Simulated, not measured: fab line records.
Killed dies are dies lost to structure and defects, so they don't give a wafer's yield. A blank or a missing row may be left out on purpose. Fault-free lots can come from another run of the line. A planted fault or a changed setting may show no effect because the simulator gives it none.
Which tool did it? :: flow nand harc :: 36 wafers from 12 lots sampled at 4 of the route's 1159 steps

WHAT THE GAUGES SHOWED, per wafer
Not one reading of a measure or inspect step in the record can be checked against a usual standard deviation.

TOOL THAT RAN EACH LOT (tool first, then ch and the chambers of the sampled wafers, then the start)
lot: L419
NHARC_A_STAIRCASE_ETCH_25: rie diel-06 ch 0,1,3, day 10 17:30 or earlier
NHARC_A_STAIRCASE_ETCH_27: rie diel-06 ch 1,2,3, day 10 17:30 or earlier
NHARC_A_STAIRCASE_TRIM_193: rie diel-13 ch 1,2,3, day 10 17:30
NHARC_A_STAIRCASE_TRIM_198: rie diel-06 ch 0,2,3, no start

lot: L420
NHARC_A_STAIRCASE_ETCH_25: rie diel-06 ch 0,1,3, day 11 02:49 or earlier
NHARC_A_STAIRCASE_ETCH_27: rie diel-06 ch 0,2,3, day 11 02:49 or earlier
NHARC_A_STAIRCASE_TRIM_193: rie diel-13 ch 1,2, day 11 02:49
NHARC_A_STAIRCASE_TRIM_198: rie diel-02 ch 1,2,3, no start

lot: L421
NHARC_A_STAIRCASE_ETCH_25: rie diel-02 ch 1,2,3, day 11 03:22 or earlier
NHARC_A_STAIRCASE_ETCH_27: rie diel-02 ch 0,2,3, day 11 03:22 or earlier
NHARC_A_STAIRCASE_TRIM_193: rie diel-13 ch 1,3, day 11 03:22
NHARC_A_STAIRCASE_TRIM_198: rie diel-02 ch 1,2,3, no start

lot: L423
NHARC_A_STAIRCASE_ETCH_25: rie diel-13 ch 1,3, day 11 16:13 or earlier
NHARC_A_STAIRCASE_ETCH_27: rie diel-13 ch 2,3, day 11 16:13 or earlier
NHARC_A_STAIRCASE_TRIM_193: rie diel-06 ch 0,2,3, day 11 16:13
NHARC_A_STAIRCASE_TRIM_198: rie diel-06 ch 0,3, no start

lot: L425
NHARC_A_STAIRCASE_ETCH_25: rie diel-06 ch 0,2,3, day 12 11:06 or earlier
NHARC_A_STAIRCASE_ETCH_27: rie diel-06 ch 0,2, day 12 11:06 or earlier
NHARC_A_STAIRCASE_TRIM_193: rie diel-13 ch 0,1, day 12 11:06
NHARC_A_STAIRCASE_TRIM_198: rie diel-06 ch 0,2, no start

lot: L427
NHARC_A_STAIRCASE_ETCH_25: rie diel-06 ch 0,2,3, day 12 23:09 or earlier
NHARC_A_STAIRCASE_ETCH_27: rie diel-06 ch 1,2,3, day 12 23:09 or earlier
NHARC_A_STAIRCASE_TRIM_193: rie diel-06 ch 0,2,3, day 12 23:09
NHARC_A_STAIRCASE_TRIM_198: rie diel-13 ch 0,1,3, no start

lot: L428
NHARC_A_STAIRCASE_ETCH_25: rie diel-02 ch 0,2,3, day 12 23:28 or earlier
NHARC_A_STAIRCASE_ETCH_27: rie diel-02 ch 1,2,3, day 12 23:28 or earlier
NHARC_A_STAIRCASE_TRIM_193: rie diel-06 ch 1,2, day 12 23:28
NHARC_A_STAIRCASE_TRIM_198: rie diel-06 ch 1,2,3, no start

lot: L430
NHARC_A_STAIRCASE_ETCH_25: rie diel-02 ch 0,1,2, day 14 13:41 or earlier
NHARC_A_STAIRCASE_ETCH_27: rie diel-02 ch 0,2, day 14 13:41 or earlier
NHARC_A_STAIRCASE_TRIM_193: rie diel-13 ch 0,1,2, day 14 13:41
NHARC_A_STAIRCASE_TRIM_198: rie diel-06 ch 0,1,2, no start

lot: L436
NHARC_A_STAIRCASE_ETCH_25: rie diel-13 ch 1,2, day 15 07:17 or earlier
NHARC_A_STAIRCASE_ETCH_27: rie diel-13 ch 0,2,3, day 15 07:17 or earlier
NHARC_A_STAIRCASE_TRIM_193: rie diel-13 ch 0,2,3, day 15 07:17
NHARC_A_STAIRCASE_TRIM_198: rie diel-06 ch 0,2,3, no start

lot: L438
NHARC_A_STAIRCASE_ETCH_25: rie diel-02 ch 2,3, day 15 11:07 or earlier
NHARC_A_STAIRCASE_ETCH_27: rie diel-02 ch 1,2, day 15 11:07 or earlier
NHARC_A_STAIRCASE_TRIM_193: rie diel-06 ch 0,1,3, day 15 11:07
NHARC_A_STAIRCASE_TRIM_198: rie diel-02 ch 0,2,3, no start

lot: L439
NHARC_A_STAIRCASE_ETCH_25: rie diel-06 ch 2,3, day 15 17:46 or earlier
NHARC_A_STAIRCASE_ETCH_27: rie diel-06 ch 1,2, day 15 17:46 or earlier
NHARC_A_STAIRCASE_TRIM_193: rie diel-06 ch 0,2,3, day 15 17:46
NHARC_A_STAIRCASE_TRIM_198: rie diel-13 ch 0,2,3, no start

lot: L441
NHARC_A_STAIRCASE_ETCH_25: rie diel-06 ch 0,2,3, day 16 05:51 or earlier
NHARC_A_STAIRCASE_ETCH_27: rie diel-06 ch 0,3, day 16 05:51 or earlier
NHARC_A_STAIRCASE_TRIM_193: rie diel-13 ch 0,1,2, day 16 05:51
NHARC_A_STAIRCASE_TRIM_198: rie diel-13 ch 1,2,3, no start
- NHARC_A_STAIRCASE_ETCH_25: etches the open film in C4F8/O2, target depth 100 nm, time 40.5 s.
- NHARC_A_STAIRCASE_ETCH_27: etches the open film in C4F8/O2, target depth 100 nm, time 40.5 s.
- NHARC_A_STAIRCASE_TRIM_193: chemistry O2, time 211.2 s.
- NHARC_A_STAIRCASE_TRIM_198: chemistry O2, time 211.2 s.

WHAT THE TOOLS THEMSELVES READ (means of the sampled wafers that have a number; where no wafer has one, the mark that the record gives instead)
NHARC_A_STAIRCASE_ETCH_25. Usual: oes product au 0.945 a.u., standard deviation 0.012; rf vpp V 895 V, standard deviation 5.5.
lot: L419
tool: rie diel-06
oes product au (a.u.): 0.945
rf vpp V (V): 892
flag: 

lot: L420
tool: rie diel-06
oes product au (a.u.): 0.949
rf vpp V (V): 893
flag: 

lot: L421
tool: rie diel-02
oes product au (a.u.): 0.953
rf vpp V (V): 899
flag: 

lot: L423
tool: rie diel-13
oes product au (a.u.): 0.953
rf vpp V (V): 898
flag: 

lot: L425
tool: rie diel-06
oes product au (a.u.): 0.940
rf vpp V (V): 895
flag: 

lot: L427
tool: rie diel-06
oes product au (a.u.): 0.936
rf vpp V (V): 894
flag: 

lot: L428
tool: rie diel-02
oes product au (a.u.): 0.947
rf vpp V (V): 895
flag: 

lot: L430
tool: rie diel-02
oes product au (a.u.): 0.942
rf vpp V (V): 895
flag: 

lot: L436
tool: rie diel-13
oes product au (a.u.): 0.946
rf vpp V (V): 893
flag: 

lot: L438
tool: rie diel-02
oes product au (a.u.): 0.952
rf vpp V (V): 900
flag: 

lot: L439
tool: rie diel-06
oes product au (a.u.): 0.925
rf vpp V (V): 893
flag: 

lot: L441
tool: rie diel-06
oes product au (a.u.): 0.933
rf vpp V (V): 894
flag: 

NHARC_A_STAIRCASE_ETCH_27. Usual: oes product au 0.944 a.u., standard deviation 0.011; rf vpp V 895 V, standard deviation 5.5.
lot: L419
tool: rie diel-06
oes product au (a.u.): 0.947
rf vpp V (V): 891
flag: 

lot: L420
tool: rie diel-06
oes product au (a.u.): 0.951
rf vpp V (V): 889
flag: 

lot: L421
tool: rie diel-02
oes product au (a.u.): 0.951
rf vpp V (V): 896
flag: 

lot: L423
tool: rie diel-13
oes product au (a.u.): 0.960
rf vpp V (V): 896
flag: 

lot: L425
tool: rie diel-06
oes product au (a.u.): 0.944
rf vpp V (V): 897
flag: 

lot: L427
tool: rie diel-06
oes product au (a.u.): 0.950
rf vpp V (V): 896
flag: 

lot: L428
tool: rie diel-02
oes product au (a.u.): 0.941
rf vpp V (V): 899
flag: 

lot: L430
tool: rie diel-02
oes product au (a.u.): 0.943
rf vpp V (V): 897
flag: 

lot: L436
tool: rie diel-13
oes product au (a.u.): 0.941
rf vpp V (V): 893
flag: 

lot: L438
tool: rie diel-02
oes product au (a.u.): 0.951
rf vpp V (V): 899
flag: 

lot: L439
tool: rie diel-06
oes product au (a.u.): 0.952
rf vpp V (V): 903
flag: 

lot: L441
tool: rie diel-06
oes product au (a.u.): 0.929
rf vpp V (V): 889
flag: 

NHARC_A_STAIRCASE_TRIM_193. Usual: drypump motor current A 5.7 A, standard deviation 0.36; oes product au 1.003 a.u., standard deviation 0.01; rf vpp V 57.7 V, standard deviation 0.82; run length s 232.4 s, standard deviation 0.42; showerhead plenum p Torr 3.51 Torr, standard deviation 0.15; throttle valve pct 17.035 %, standard deviation 0.01.
lot: L419
tool: rie diel-13
drypump motor current A (A): 5.7
oes product au (a.u.): 1.009
rf vpp V (V): 57.6
run length s (s): 232.2
showerhead plenum p Torr (Torr): 3.52
throttle valve pct (%): 17.022
flag: 

lot: L420
tool: rie diel-13
drypump motor current A (A): 5.6
oes product au (a.u.): 1.004
rf vpp V (V): 57.8
run length s (s): 232.1
showerhead plenum p Torr (Torr): 3.50
throttle valve pct (%): 17.036
flag: 

lot: L421
tool: rie diel-13
drypump motor current A (A): 5.7
oes product au (a.u.): 1.000
rf vpp V (V): 57.6
run length s (s): 232.2
showerhead plenum p Torr (Torr): 3.56
throttle valve pct (%): 17.034
flag: 

lot: L423
tool: rie diel-06
drypump motor current A (A): 5.6
oes product au (a.u.): 0.996
rf vpp V (V): 57.8
run length s (s): 232.5
showerhead plenum p Torr (Torr): 3.51
throttle valve pct (%): 17.036
flag: 

lot: L425
tool: rie diel-13
drypump motor current A (A): 5.3
oes product au (a.u.): 1.006
rf vpp V (V): 57.0
run length s (s): 232.6
showerhead plenum p Torr (Torr): 3.44
throttle valve pct (%): 17.035
flag: 

lot: L427
tool: rie diel-06
drypump motor current A (A): 5.5
oes product au (a.u.): 0.999
rf vpp V (V): 58.2
run length s (s): 232.4
showerhead plenum p Torr (Torr): 3.50
throttle valve pct (%): 17.035
flag: 

lot: L428
tool: rie diel-06
drypump motor current A (A): 5.8
oes product au (a.u.): 1.011
rf vpp V (V): 57.9
run length s (s): 232.1
showerhead plenum p Torr (Torr): 3.64
throttle valve pct (%): 17.033
flag: 

lot: L430
tool: rie diel-13
drypump motor current A (A): 5.5
oes product au (a.u.): 0.995
rf vpp V (V): 57.5
run length s (s): 232.5
showerhead plenum p Torr (Torr): 3.43
throttle valve pct (%): 17.033
flag: 

lot: L436
tool: rie diel-13
drypump motor current A (A): 5.5
oes product au (a.u.): 0.996
rf vpp V (V): 57.8
run length s (s): 232.5
showerhead plenum p Torr (Torr): 3.44
throttle valve pct (%): 17.036
flag: 

lot: L438
tool: rie diel-06
drypump motor current A (A): 5.7
oes product au (a.u.): 1.006
rf vpp V (V): 57.3
run length s (s): 210.4
showerhead plenum p Torr (Torr): 3.41
throttle valve pct (%): 17.033
flag: OFF

lot: L439
tool: rie diel-06
drypump motor current A (A): 5.5
oes product au (a.u.): 0.992
rf vpp V (V): 58.7
run length s (s): 210.8
showerhead plenum p Torr (Torr): 3.49
throttle valve pct (%): 17.032
flag: OFF

lot: L441
tool: rie diel-13
drypump motor current A (A): 5.5
oes product au (a.u.): 1.003
rf vpp V (V): 57.8
run length s (s): 232.3
showerhead plenum p Torr (Torr): 3.42
throttle valve pct (%): 17.039
flag: 

NHARC_A_STAIRCASE_TRIM_198. Usual: drypump motor current A 5.7 A, standard deviation 0.38; oes product au 1.000 a.u., standard deviation 0.011; rf vpp V 57.6 V, standard deviation 0.95; run length s 232.5 s, standard deviation 0.53; showerhead plenum p Torr 3.51 Torr, standard deviation 0.16; throttle valve pct 17.034 %, standard deviation 0.0089.
lot: L419
tool: rie diel-06
drypump motor current A (A): 5.5
oes product au (a.u.): 1.002
rf vpp V (V): 57.6
run length s (s): 232.5
showerhead plenum p Torr (Torr): 3.34
throttle valve pct (%): 17.037
flag: 

lot: L420
tool: rie diel-02
drypump motor current A (A): 5.7
oes product au (a.u.): 0.999
rf vpp V (V): 58.0
run length s (s): 232.7
showerhead plenum p Torr (Torr): 3.61
throttle valve pct (%): 17.035
flag: 

lot: L421
tool: rie diel-02
drypump motor current A (A): 5.8
oes product au (a.u.): 1.000
rf vpp V (V): 58.2
run length s (s): 232.9
showerhead plenum p Torr (Torr): 3.61
throttle valve pct (%): 17.032
flag: 

lot: L423
tool: rie diel-06
drypump motor current A (A): 5.7
oes product au (a.u.): 0.987
rf vpp V (V): 56.9
run length s (s): 232.4
showerhead plenum p Torr (Torr): 3.35
throttle valve pct (%): 17.039
flag: 

lot: L425
tool: rie diel-06
drypump motor current A (A): 5.2
oes product au (a.u.): 1.004
rf vpp V (V): 57.5
run length s (s): 232.6
showerhead plenum p Torr (Torr): 3.55
throttle valve pct (%): 17.024
flag: 

lot: L427
tool: rie diel-13
drypump motor current A (A): 5.5
oes product au (a.u.): 0.997
rf vpp V (V): 58.1
run length s (s): 232.2
showerhead plenum p Torr (Torr): 3.50
throttle valve pct (%): 17.028
flag: 

lot: L428
tool: rie diel-06
drypump motor current A (A): 5.8
oes product au (a.u.): 1.009
rf vpp V (V): 57.9
run length s (s): 232.3
showerhead plenum p Torr (Torr): 3.55
throttle valve pct (%): 17.023
flag: 

lot: L430
tool: rie diel-06
drypump motor current A (A): 5.5
oes product au (a.u.): 0.999
rf vpp V (V): 57.7
run length s (s): 232.2
showerhead plenum p Torr (Torr): 3.58
throttle valve pct (%): 17.026
flag: 

lot: L436
tool: rie diel-06
drypump motor current A (A): 5.5
oes product au (a.u.): 0.983
rf vpp V (V): 58.0
run length s (s): 232.3
showerhead plenum p Torr (Torr): 3.49
throttle valve pct (%): 17.037
flag: 

lot: L438
tool: rie diel-02
drypump motor current A (A): 5.9
oes product au (a.u.): 1.015
rf vpp V (V): 58.3
run length s (s): 233.3
showerhead plenum p Torr (Torr): 3.52
throttle valve pct (%): 17.032
flag: 

lot: L439
tool: rie diel-13
drypump motor current A (A): 5.5
oes product au (a.u.): 0.999
rf vpp V (V): 58.4
run length s (s): 232.4
showerhead plenum p Torr (Torr): 3.44
throttle valve pct (%): 17.037
flag: 

lot: L441
tool: rie diel-13
drypump motor current A (A): 5.7
oes product au (a.u.): 1.002
rf vpp V (V): 58.0
run length s (s): 232.4
showerhead plenum p Torr (Torr): 3.49
throttle valve pct (%): 17.039
flag: 

THE ANSWER, worked out from the rows above alone
Rule: lot off if the mean of its wafers having a number is beyond 3 standard deviations from the usual mean. A lot without any number at a reading at which 4 lots or more have one is off too. Where the step has rows for the other lots, those lots are counted as sound. Order of review: gauges by route order, followed by the tools' own readings, for which a lot's mean as printed above is used. At the first step where some lot is off, the reading lying furthest off is the one used; lots without a number count as furthest.
Off, at NHARC_A_STAIRCASE_TRIM_193 on run length s: L438, L439.
If a tool, at that step or one of the process steps before it, ran each lot that is off and ran no sound lot following the first of them, it fits. Because NHARC_A_STAIRCASE_ETCH_25 lacks a start for some lots, the hours and order of its lots are taken from NHARC_A_STAIRCASE_TRIM_193. Because NHARC_A_STAIRCASE_ETCH_27 lacks a start for some lots, the hours and order of its lots are taken from NHARC_A_STAIRCASE_TRIM_193. One fits: NHARC_A_STAIRCASE_TRIM_193 on rie diel-06. A fault onset in the window from L428 (day 12 23:28, its last sound lot) to L438 (day 15 11:07, its first lot off) fits.
On the lots that are off, the tool's own readings at NHARC_A_STAIRCASE_TRIM_193 differ by more than 5 times the standard deviation of the sound lots' means, which bears it out; run length s reads 210.6 s there versus 232.3 s on the sound lots.

WHAT HAD BEEN PUT IN BY THE SIMULATOR
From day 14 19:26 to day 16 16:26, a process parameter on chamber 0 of rie diel-06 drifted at NHARC_A_STAIRCASE_TRIM_193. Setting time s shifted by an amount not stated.
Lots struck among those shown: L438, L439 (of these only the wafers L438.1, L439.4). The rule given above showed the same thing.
